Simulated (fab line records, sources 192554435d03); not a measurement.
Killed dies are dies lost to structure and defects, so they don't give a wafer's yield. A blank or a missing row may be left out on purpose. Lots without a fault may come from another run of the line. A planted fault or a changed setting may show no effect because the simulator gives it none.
Chamber matching | flow n5_finfet | N5_HKMG_FIN_STRIP_90 on rie_diel-04: 4 sister chambers
The step strips SOC in N2/H2, time 20 s. 4 wafers are shown with their chamber, then 7 later ones without.

WAFERS WITH THEIR CHAMBER
wafer  | chamber | showerhead_plenum_p_Torr (Torr)
L082.3 | 0       | 3.43
L083.2 | 1       | 3.42
L085.3 | 2       | 3.23
L085.4 | 3       | 3.44

WAFERS WITHOUT THEIR CHAMBER
wafer  | showerhead_plenum_p_Torr (Torr)
L085.6 | 3.43
L093.1 | 3.42
L093.2 | 3.41
L093.5 | 3.22
L097.2 | 3.21
L097.4 | 3.43
L097.6 | 3.21

WHICH CHAMBER EACH WENT THROUGH
wafer  | from the rows above          | in truth
L085.6 | can't be placed: 0 or 3 or 1 | 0
L093.1 | can't be placed: 1 or 0 or 3 | 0
L093.2 | can't be placed: 1 or 0 or 3 | 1
L093.5 | 2                            | 2
L097.2 | 2                            | 2
L097.4 | can't be placed: 0 or 3 or 1 | 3
L097.6 | 2                            | 2
Placed correctly: 3 of 7. Can't be placed from these rows: 4 (the true chamber is among the candidates in 4). Placed wrongly: 0.
How it was worked out, from the rows above alone: a wafer's distance from a chamber is the root of the sum, over the readings, of the square of ((its reading less the chamber's mean) divided by the reading's scatter). The wafer belongs to the nearest chamber; if the next one is less than 2 further off, it can't be placed. A chamber's mean is the mean of its shown wafers. The scatter: with one shown wafer a chamber, the root of the mean of the squares of how far each hidden wafer lies from its nearest shown one.
